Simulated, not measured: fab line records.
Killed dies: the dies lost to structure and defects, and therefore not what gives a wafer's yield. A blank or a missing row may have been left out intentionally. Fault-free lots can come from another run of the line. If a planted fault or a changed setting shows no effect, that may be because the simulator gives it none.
fab line records    flow n5_finfet
record lots=10  wafers=29  last_day=17
route steps=1938 shown BEOL_M0@732 BEOL_M1@751 BEOL_M4@1111 PASSIVATION@1936
lots with no fault: from the same line, run without faults
start_h: the number of hours between the record's first day and the start of the first shown wafer of the lot    wait_h: hours elapsed since this lot's preceding step    " identical to the entry in the row above    L1.1+2: a single row standing in for several wafers    - either no value or no given start    * or withheld: withheld    < > ~ a bound
route shown NAME@n: names a module that has steps shown in the file, with the first one's number in the route    usual: the fault-free wafers' mean and standard deviation    same: alike in all rows    chamber/n: place in a boat    sites: readings site by site    _std_site: standard deviation of those values    _edge_site: the outer-site mean with the inner-site mean subtracted    radius_mm: for every site, how far away it sits from the centre of the wafer    mask NAME#n: copy n    behind: the last tool/chamber to shape the wafer    hold: the reason the lot was held/the length of the hold in hours/how it ended    device: the transistor (n, p or np) that didn't switch    end of line: tests of these same wafers at the route's end    for a step that has no rows: nothing shown but its recipe    killed: not the wafer's yield, but the dies lost to structure and defects at the first sort    map: a wafer's dies, marking killed ones x, the rest . and places with no die _
set.NAME: setting as actually run; set.NAME@STEP: the setting as run at that earlier step    model.NAME: the simulator's own value behind a step, which no gauge read
steps of the route over a sample of lots; a table a step, a row a wafer
services: from which hour (start_h, from the record's first day; less than 0 if before it) a tool's chamber was out of use, for how many hours, and why
## steps
# step N5_BEOL_M0_SURFACE_TREAT_137
# recipe gas=Ar  time_s=*  ion_energy_ev=*  ion_current_ma_cm2=0.5  pressure_mtorr=*  ar_flow_sccm=30
# usual throttle_valve_pct=*
lot.wafer  tool            chamber  start_h  wait_h  throttle_valve_pct
L952.1     pvd_sputter-01  -        122.30   0.3     *
L952.4     "               -        "        "       *
L952.6     "               -        "        "       *
L956.1     pvd_sputter-02  -        138.10   0.1     *
L956.4     "               -        "        "       *
L956.6     "               -        "        "       *
L958.5     pvd_sputter-03  -        158.28   0.1     *
L958.6     "               -        "        "       *
L960.1     pvd_sputter-02  -        162.40   0.1     *
L960.2     "               -        "        "       *
L960.3     "               -        "        "       *
L964.1     pvd_sputter-01  -        205.60   0.1     *
L964.4     "               -        "        "       *
L964.5     "               -        "        "       *
L967.1     pvd_sputter-02  -        213.45   0.2     *
L967.4     "               -        "        "       *
L967.5     "               -        "        "       *
L970.1     pvd_sputter-03  -        236.06   0.1     *
L970.4     "               -        "        "       *
L970.5     "               -        "        "       *
L972.3     pvd_sputter-03  -        236.46   0.2     *
L972.5     "               -        "        "       *
L972.6     "               -        "        "       *
L973.1     pvd_sputter-03  -        244.79   0.1     *
L973.2     "               -        "        "       *
L973.3     "               -        "        "       *
L974.1     pvd_sputter-02  -        253.68   0.3     *
L974.3     "               -        "        "       *
L974.4     "               -        "        "       *
# step N5_BEOL_M0_ANNEAL_135
# recipe temp_c=400  time_s=60  ambient=vacuum
# usual heater_power_w=851/110
lot.wafer  tool            chamber  start_h  wait_h  heater_power_w
L952.1     pvd_sputter-02  -        122.87   0.0     856
L952.4     "               -        "        "       826
L952.6     "               -        "        "       881
L956.1     pvd_sputter-02  -        138.58   0.0     789
L956.4     "               -        "        "       921
L956.6     "               -        "        "       768
L958.5     pvd_sputter-03  -        158.89   0.0     713
L958.6     "               -        "        "       868
L960.1     pvd_sputter-02  -        162.89   0.0     762
L960.2     "               -        "        "       912
L960.3     "               -        "        "       803
L964.1     pvd_sputter-01  -        206.20   0.0     804
L964.4     "               -        "        "       1063
L964.5     "               -        "        "       784
L967.1     pvd_sputter-03  -        214.39   0.0     888
L967.4     "               -        "        "       845
L967.5     "               -        "        "       843
L970.1     pvd_sputter-01  -        236.65   0.0     955
L970.4     "               -        "        "       1077
L970.5     "               -        "        "       1064
L972.3     pvd_sputter-02  -        237.03   0.0     800
L972.5     "               -        "        "       882
L972.6     "               -        "        "       765
L973.1     pvd_sputter-01  -        245.29   0.0     1072
L973.2     "               -        "        "       953
L973.3     "               -        "        "       821
L974.1     pvd_sputter-01  -        254.19   0.0     822
L974.3     "               -        "        "       761
L974.4     "               -        "        "       1037
# step N5_BEOL_M0_CMP_120
# recipe stop_on=SiOC  t_overpolish_s=6.9  down_force_psi=1  platen_rpm=50  clearing_platen_down_force_psi=1.5  clearing_platen_rpm=50  post_cmp_clean=cu_alkaline  clearing_platen_pad_velocity_m_s=0.99484  pad_velocity_m_s=0.99484
# usual barrier_field_endpoint_s=3.63/0.13  motor_current_A=5.8/0.51  overpolish_run_s=6.900/0.0087  time_to_endpoint_s=61/3.6
lot.wafer  tool    chamber  start_h  wait_h  barrier_field_endpoint_s  motor_current_A  overpolish_run_s  time_to_endpoint_s
L952.4     cmp-01  1        124.17   0.2     3.64                      5.2              6.909             59
L952.1     "       2        "        "       3.67                      5.2              6.886             67
L952.6     "       1        "        "       3.75                      5.2              6.897             61
L956.1     cmp-01  3        139.63   0.5     3.64                      6.4              6.906             60
L956.4     "       0        "        "       3.66                      6.4              6.890             65
L956.6     "       3        "        "       3.67                      6.2              6.901             59
L958.6     cmp-03  1        159.57   0.2     3.82                      5.2              6.918             65
L958.5     "       2        "        "       3.73                      6.2              6.902             61
L960.3     cmp-02  3        163.46   0.2     3.59                      5.2              6.898             56
L960.2     "       0        "        "       3.54                      5.8              6.902             58
L960.1     "       1        "        "       3.44                      5.5              6.895             57
L964.4     cmp-03  0        206.74   0.1     3.62                      5.9              6.908             61
L964.1     "       1        "        "       3.77                      5.2              6.931             68
L964.5     "       0        "        "       3.55                      5.8              6.909             56
L967.4     cmp-02  0        214.94   0.1     3.48                      6.1              6.900             56
L967.1     "       1        "        "       3.58                      5.5              6.914             57
L967.5     "       1        "        "       3.65                      5.5              6.893             58
L970.4     cmp-01  0        237.84   0.1     3.59                      5.9              6.897             62
L970.1     "       3        "        "       3.63                      6.7              6.914             61
L970.5     "       0        "        "       3.49                      6.5              6.896             60
L972.3     cmp-03  2        239.17   0.2     3.51                      6.2              6.901             61
L972.5     "       1        "        "       3.63                      5.0              6.871             63
L972.6     "       2        "        "       3.53                      6.4              6.908             61
L973.2     cmp-01  3        245.83   0.2     3.50                      6.2              6.911             61
L973.3     "       0        "        "       3.56                      6.3              6.894             63
L973.1     "       2        "        "       3.62                      5.2              6.902             62
L974.1     cmp-01  2        254.81   0.3     3.63                      5.1              6.891             65
L974.3     "       3        "        "       3.75                      6.4              6.894             65
L974.4     "       0        "        "       3.72                      6.4              6.896             65
# step N5_BEOL_M1_ILD_DEP_00
# recipe material=SiOC  target_thk_a=790  temp_c=350  precursor=DEMS/O2  pressure_torr=5  rf_w=500  time_s=15.3
# usual heater_power_w=507/84  showerhead_plenum_p_Torr=5.695/0.017  throttle_valve_pct=11.9/1
lot.wafer  tool      chamber  start_h  wait_h  heater_power_w  showerhead_plenum_p_Torr  since_wet_clean_h  throttle_valve_pct
L952.1     pecvd-04  1        124.82   0.0     558             5.703                     1372               14.1
L952.4     "         0        "        "       454             5.725                     -                  11.3
L952.6     "         1        "        "       549             5.714                     -                  13.5
L956.1     pecvd-03  2        140.24   0.0     485             5.710                     90                 11.5
L956.4     "         2        "        "       511             5.688                     -                  11.2
L956.6     "         1        "        "       459             5.695                     -                  11.1
L958.5     pecvd-04  1        160.08   0.1     595             5.718                     -                  13.7
L958.6     "         2        "        "       325             5.677                     -                  13.3
L960.1     pecvd-03  1        164.04   0.0     495             5.684                     1593               11.6
L960.2     "         0        "        "       429             5.682                     868                11.8
L960.3     "         2        "        "       598             5.705                     114                11.1
L964.1     pecvd-03  1        207.38   0.0     536             5.661                     1636               11.3
L964.4     "         2        "        "       531             5.710                     -                  11.3
L964.5     "         0        "        "       447             5.687                     -                  11.5
L967.1     pecvd-03  2        215.56   0.0     595             5.708                     165                11.3
L967.4     "         1        "        "       521             5.682                     -                  11.6
L967.5     "         0        "        "       376             5.704                     -                  11.8
L970.1     pecvd-04  2        238.46   0.0     381             5.656                     7                  11.3
L970.4     "         1        "        "       572             5.686                     -                  13.4
L970.5     "         0        "        "       482             5.717                     -                  11.2
L972.3     pecvd-01  0        239.75   0.0     681             5.700                     1125               11.2
L972.5     "         1        "        "       453             5.698                     -                  13.7
L972.6     "         0        "        "       665             5.702                     -                  11.3
L973.1     pecvd-01  2        246.45   0.0     505             5.679                     377                11.0
L973.2     "         0        "        "       575             5.700                     1132               11.3
L973.3     "         1        "        "       503             5.715                     1857               13.5
L974.1     pecvd-04  1        255.39   0.0     553             5.709                     1503               13.7
L974.3     "         2        "        "       335             5.674                     24                 11.1
L974.4     "         2        "        "       344             5.663                     -                  11.1
# step N5_BEOL_M1_THK_MEAS_01
# recipe reads=SiOC_of_BEOL_M1_ILD_DEP_00
# usual M1_ILD_THK=79.0/1.2
lot.wafer  tool           chamber  start_h  wait_h  M1_ILD_THK[nm]
L952.1     film_metro-02  -        124.88   0.0     78.3
L952.4     "              -        "        "       79.2
L952.6     "              -        "        "       79.8
L956.1     film_metro-01  -        140.31   0.0     78.9
L956.4     "              -        "        "       80.4
L956.6     "              -        "        "       79.1
L958.5     film_metro-01  -        160.13   0.0     80.9
L958.6     "              -        "        "       80.3
L960.1     film_metro-01  -        164.10   0.0     75.7
L960.2     "              -        "        "       77.0
L960.3     "              -        "        "       78.4
L964.1     film_metro-01  -        207.45   0.0     67.9
L964.4     "              -        "        "       79.7
L964.5     "              -        "        "       78.4
L967.1     film_metro-02  -        215.63   0.0     80.3
L967.4     "              -        "        "       70.1
L967.5     "              -        "        "       79.6
L970.1     film_metro-02  -        238.53   0.0     78.7
L970.4     "              -        "        "       80.6
L970.5     "              -        "        "       79.8
L972.3     film_metro-01  -        239.82   0.1     79.8
L972.5     "              -        "        "       81.2
L972.6     "              -        "        "       80.9
L973.1     film_metro-01  -        246.52   0.0     78.8
L973.2     "              -        "        "       80.0
L973.3     "              -        "        "       79.5
L974.1     film_metro-02  -        255.46   0.0     79.3
L974.3     "              -        "        "       78.3
L974.4     "              -        "        "       79.7
# step N5_BEOL_M4_RC_MEAS_101
# usual DIBL_N=35.1/1.5  DIBL_P=35.2/2  IOFF_N=0.146/0.028  IOFF_P=0.20/0.036  ION_N=670/12  ION_P=462/8.2  SS_N=71.2/0.63  SS_P=73.1/0.7  VT_N=250/3.6  VT_P=-251/3.3
lot.wafer  tool       chamber  start_h  wait_h  DIBL_N[mV/V]  DIBL_P[mV/V]  IOFF_N[nA/um]  IOFF_P[nA/um]  ION_N[uA/um]  ION_P[uA/um]  SS_N[mV/dec]  SS_P[mV/dec]  VT_N[mV]  VT_P[mV]
L952.1     prober-01  0        168.76   0.0     34.7          33.7          0.115          0.16           634           440           70.6          73.0          256       -254
L952.4     "          0        "        "       36.7          36.4          0.153          0.20           675           463           71.1          73.7          251       -254
L952.6     "          0        "        "       37.3          36.6          0.167          0.21           669           453           71.8          73.5          247       -252
L956.1     prober-01  0        191.73   0.1     33.9          32.1          0.117          0.17           671           464           70.1          72.3          253       -250
L956.4     "          0        "        "       36.1          34.9          0.152          0.20           688           466           70.9          73.4          248       -250
L956.6     "          0        "        "       36.2          35.1          0.156          0.21           692           476           71.3          73.6          249       -247
L958.5     prober-02  0        214.04   0.6     33.5          34.3          0.117          0.17           660           457           71.1          72.3          255       -253
L958.6     "          0        "        "       37.4          39.3          0.196          0.26           680           465           72.9          73.2          248       -249
L960.1     prober-01  0        216.66   0.0     34.3          37.1          0.143          0.21           665           463           70.8          73.3          253       -247
L960.2     "          0        "        "       34.2          36.8          0.154          0.21           681           470           71.8          73.1          250       -247
L960.3     "          0        "        "       34.9          37.4          0.160          0.21           680           468           71.5          74.0          248       -248
L964.1     prober-01  0        263.21   0.5     37.6          37.8          0.180          0.23           672           458           71.6          73.6          250       -250
L964.4     "          0        "        "       35.0          33.7          0.141          0.17           659           449           71.5          72.5          249       -257
L964.5     "          0        "        "       34.9          35.0          0.143          0.18           673           454           70.8          73.1          254       -251
L967.1     prober-02  0        263.64   0.7     33.3          33.7          0.127          0.19           666           462           70.3          72.5          251       -249
L967.4     "          0        "        "       32.8          34.1          0.126          0.19           664           464           70.7          72.5          251       -251
L967.5     "          0        "        "       35.4          36.4          0.161          0.24           675           469           71.8          73.6          247       -247
L970.1     prober-02  0        291.47   0.0     33.3          32.2          0.128          0.20           673           473           70.5          72.3          248       -247
L970.4     "          0        "        "       35.9          36.0          0.176          0.25           685           478           70.3          73.8          243       -244
L970.5     "          0        "        "       33.4          32.5          0.126          0.20           666           467           70.4          72.7          249       -251
L972.3     prober-01  0        291.84   0.3     32.4          31.6          0.116          0.19           656           460           70.9          71.7          254       -251
L972.5     "          0        "        "       32.4          31.9          0.120          0.19           666           462           71.7          72.3          252       -249
L972.6     "          0        "        "       35.7          36.2          0.183          0.26           680           475           71.9          73.1          246       -245
L973.1     prober-02  0        294.09   0.0     33.7          32.9          0.123          0.16           668           457           70.8          71.9          251       -253
L973.2     "          0        "        "       33.3          31.6          0.114          0.14           661           455           70.4          72.7          256       -257
L973.3     "          0        "        "       36.7          36.1          0.176          0.21           671           457           71.5          73.8          249       -251
L974.1     prober-01  0        324.03   0.0     33.1          32.6          0.103          0.15           657           456           70.5          71.4          257       -255
L974.3     "          0        "        "       32.8          33.5          0.110          0.17           664           464           70.8          72.8          253       -253
L974.4     "          0        "        "       33.7          33.0          0.116          0.16           670           451           70.2          72.3          253       -255
# step N5_PASSIVATION_PROBE_49
# usual defect_limited_yield=91.4/1.4  killed_at_M0_to_M3=32/10  killed_at_M4_up=13/5.6  killed_at_contacts=13/6.6  killed_at_front_end=39/13  killed_at_other=3.4/2.8  killed_dies=101/17  killed_on_rim=14/4.5  killed_open=66/13  killed_short=33/7  sort_bin_5_function=5.0/0.93  sort_bin_6_memory=3.2/0.65  sort_bin_8_speed=0.01/0.16  sort_n_pass=1078/17  sort_yield_pct=91.4/1.4
# same gross_dies=1180  killed_at_back_side=0  sort_bin_4_leakage[%]=0
lot.wafer  tool       chamber  start_h  wait_h  defect_limited_yield[%]  killed_at_M0_to_M3  killed_at_M4_up  killed_at_contacts  killed_at_front_end  killed_at_other  killed_dies  killed_on_rim  killed_open  killed_short  sort_bin_5_function[%]  sort_bin_6_memory[%]  sort_bin_8_speed[%]  sort_n_pass  sort_yield_pct[%]
L967.1     prober-01  -        374.53   0.0     93.3                     18                  10               13                  38                   0                79           8              45           28            3.5                     2.6                   0                    1101         93.3
L967.4     prober-01  -        374.68   0.2     92.8                     26                  15               11                  30                   3                85           15             54           28            3.6                     3.3                   0                    1095         92.8
L967.5     prober-01  -        374.73   0.2     91.7                     27                  14               17                  38                   2                98           6              63           26            4.2                     3.2                   0                    1082         91.7
# killed by level:class
L967.1 FIN_SAQP:geometric_particle:short=10 MOL_CONTACT_COAG:geometric_particle:open=8 FIN_SAQP:geometric_particle:open=7 DUMMY_GATE:geometric_particle:open=5 MOL_CONTACT_COAG:geometric_particle:short=5 HKMG_FIN:area_etch=5 BEOL_M3:geometric_particle:open=4 BEOL_M0_SAQP:geometric_particle:short=4
L967.4 MOL_CONTACT_COAG:geometric_particle:open=7 BEOL_M0_SAQP:geometric_particle:short=7 STI_FIN_REVEAL:geometric_particle:open=6 DUMMY_GATE:geometric_particle:open=5 BEOL_M3:geometric_particle:open=5 BEOL_M2:geometric_particle:open=5 BEOL_M4:geometric_particle:open=5 FIN_SAQP:geometric_particle:open=4
L967.5 MOL_CONTACT_COAG:geometric_particle:open=12 BEOL_M2:geometric_particle:open=7 BEOL_M0_SAQP:geometric_particle:open=7 HKMG_FIN:area_etch=7 DUMMY_GATE:geometric_particle:open=6 BEOL_M0_SAQP:geometric_particle:short=6 FIN_SAQP:geometric_particle:open=5 MOL_CONTACT_COAG:geometric_particle:short=5
## services
tool            chamber  start_h  hours  kind
pecvd-04        2        108.12   2.1    scheduled_down
cmp-02          -        110.68   3.0    pm
pecvd-04        -        112.98   0.2    repair
cmp-02          -        114.91   4.0    pm
cmp-03          -        118.78   4.4    repair
pecvd-03        -        124.32   1.0    repair
cmp-02          -        129.56   1.4    repair
cmp-03          -        133.94   0.5    repair
cmp-02          -        138.64   11.5   pm
pecvd-04        2        140.23   3.6    repair
pvd_sputter-02  -        150.44   9.3    repair
cmp-01          -        163.34   2.0    repair
pecvd-03        1        165.24   5.0    scheduled_down
cmp-01          -        165.87   0.6    repair
cmp-03          -        191.27   3.8    pm
cmp-01          -        199.36   3.5    repair
pecvd-04        2        202.38   -      clean
pecvd-04        2        202.38   -      consumable_replace:showerhead
cmp-02          -        202.87   2.0    repair
cmp-02          -        206.73   0.7    repair
pecvd-04        -        232.58   2.6    repair
cmp-03          -        240.64   1.4    repair
pecvd-03        2        243.63   2.1    scheduled_down
cmp-03          -        245.48   4.0    pm
## key
first_sign step=N5_BEOL_M1_THK_MEAS_01  reading=M1_ILD_THK  direction=down  sigmas=8.4  usual=79.0  struck=69.0
effect none on later readings
met_at N5_BEOL_M1_ILD_DEP_00
struck_lots L964,L967
struck_wafers L964.1,L967.4
not_acting_at N5_BEOL_M0_SURFACE_TREAT_137,N5_BEOL_M0_ANNEAL_135,N5_BEOL_M0_CMP_120
onset_between 164.04 207.38
fault kind=site_profile_drift  tool=pecvd-03  chamber=1  onset_h=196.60  steps=N5_BEOL_M1_ILD_DEP_00  basis=fraction  max_abs_drift=0.2676  slope_share_per_hr=59.466  site_pattern=0,0,0,0,0,-1,-1,-1,-1
